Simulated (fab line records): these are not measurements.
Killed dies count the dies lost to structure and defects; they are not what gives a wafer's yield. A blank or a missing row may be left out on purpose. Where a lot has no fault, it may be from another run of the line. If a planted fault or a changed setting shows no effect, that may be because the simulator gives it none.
The tool behind it: which one? | flow nand_harc | Sampling: 23 lots, 69 wafers, 2 of 1159 route steps

== WHAT THE GAUGES READ, wafer by wafer ==
NHARC_P_BONDPAD_THK_MEAS_33: measures by ellipsometry.
lot  | measured     | on            | thk_nm (nm)
L074 | day 6 10:57  | film_metro-01 | 200.3 199.0 198.6
L075 | day 7 00:29  | film_metro-02 | 198.4 197.4 200.5
L076 | day 7 00:40  | film_metro-01 | 202.1 201.7 202.1
L079 | day 7 16:55  | film_metro-01 | 200.3 200.7 200.9
L078 | day 7 18:02  | film_metro-02 | 200.4 200.8 203.6
L080 | day 7 18:17  | film_metro-01 | 200.3 199.8 199.0
L081 | day 8 00:58  | film_metro-01 | 200.2 200.2 201.0
L083 | day 8 11:10  | film_metro-01 | 199.0 199.0 198.6
L082 | day 8 14:06  | film_metro-01 | 201.0 201.3 197.1
L085 | day 9 01:18  | film_metro-02 | 200.9 199.9 201.2
L084 | day 9 01:35  | film_metro-02 | 198.3 197.4 200.8
L086 | day 9 14:34  | film_metro-01 | 202.3 200.1 199.4
L088 | day 9 14:43  | film_metro-02 | 197.8 197.3 200.2
L087 | day 9 15:20  | film_metro-01 | 200.1 196.7 199.3
L089 | day 10 06:34 | film_metro-02 | 199.8 200.1 199.2
L090 | day 10 07:45 | film_metro-01 | 199.1 198.9 199.5
L092 | day 10 17:17 | film_metro-01 | 198.6 199.7 200.9
L091 | day 10 17:29 | film_metro-02 | 198.0 200.5 200.2
L093 | day 10 21:13 | film_metro-02 | 202.2 199.5 198.5
L094 | day 11 08:50 | film_metro-01 | 200.8 200.0 199.1
L095 | day 11 13:38 | film_metro-02 | 197.8 200.5 201.5
L097 | day 11 18:32 | film_metro-02 | 202.1 201.7 201.0
L096 | day 11 19:22 | film_metro-01 | 200.1 199.7 200.0

== EACH LOT AND THE TOOL THAT RAN IT (in order: tool; ch and the chambers of the sampled wafers; start) ==
lot  | NHARC_P_BONDPAD_DEP_00
L074 | pecvd-02 ch 0,1, day 6 10:17
L075 | pecvd-04 ch 0,1,2, day 7 00:29 or earlier
L076 | pecvd-02 ch 0,1, day 7 00:01
L079 | pecvd-03 ch 1,2, day 7 16:14
L078 | pecvd-03 ch 1,2, day 7 18:02 or earlier
L080 | pecvd-04 ch 0,1,2, day 7 18:17 or earlier
L081 | pecvd-03 ch 0,2, day 8 00:23
L083 | pecvd-03 ch 1,2, day 8 10:34
L082 | pecvd-04 ch 0,1, day 8 13:32
L085 | pecvd-03 ch 0,1, day 9 00:42
L084 | pecvd-03 ch 0,1, day 9 01:01
L086 | pecvd-02 ch 0,1,2, day 9 13:54
L088 | pecvd-03 ch 0,2, day 9 14:43 or earlier
L087 | pecvd-03 ch 0,1, day 9 14:43
L089 | pecvd-02 ch 0,1, day 10 05:54
L090 | pecvd-04 ch 0,1,2, day 10 07:08
L092 | pecvd-04 ch 0,2, day 10 16:40
L091 | pecvd-02 ch 0,1,2, day 10 16:50
L093 | pecvd-03 ch 0,1, day 10 20:37
L094 | pecvd-03 ch 0,2, day 11 08:13
L095 | pecvd-03 ch 0,1, day 11 12:58
L097 | pecvd-03 ch 0,1, day 11 17:59
L096 | pecvd-03 ch 0,1,2, day 11 18:42
- NHARC_P_BONDPAD_DEP_00: deposits SiCN, target thk 250 nm.

== AS READ BY THE TOOLS THEMSELVES (means over the sampled wafers that have a number; for cases with no such wafer, the mark the record gives instead) ==
NHARC_P_BONDPAD_DEP_00.
lot  | tool     | heater_power_w (W)
L074 | pecvd-02 | 631
L075 | pecvd-04 | 668
L076 | pecvd-02 | 692
L079 | pecvd-03 | 553
L078 | pecvd-03 | 590
L080 | pecvd-04 | 679
L081 | pecvd-03 | 566
L083 | pecvd-03 | 582
L082 | pecvd-04 | 564
L085 | pecvd-03 | 572
L084 | pecvd-03 | 617
L086 | pecvd-02 | 662
L088 | pecvd-03 | 558
L087 | pecvd-03 | 627
L089 | pecvd-02 | 610
L090 | pecvd-04 | 658
L092 | pecvd-04 | 617
L091 | pecvd-02 | 614
L093 | pecvd-03 | 538
L094 | pecvd-03 | 574
L095 | pecvd-03 | 567
L097 | pecvd-03 | 542
L096 | pecvd-03 | 560

== THE ANSWER, worked out from the rows above alone ==
Rule: usual is defined by the lots themselves. The widest of any qualifying gaps counts: lots, ordered by their means at a reading, are off when they make up no more than a third of the lots, leave a main group of 4 or more, and stand apart from it by 3 or more times the standard deviation of that group's means. A main group whose means are all the same, to the digits that the tables above print for the reading, isn't used. Also off: a lot with no number at a reading for which 4 or more lots have one. Any other lot the step has rows for is counted as sound. After the gauges, taken in route order, come the tools' own readings; for these a lot's mean is taken, as printed above. At the first step where some lot is off, the reading lying furthest off is the one used; lots without a number count as furthest.
Nothing can be told from this: no lot is off at any reading shown.

== WHAT THE SIMULATOR PUT IN ==
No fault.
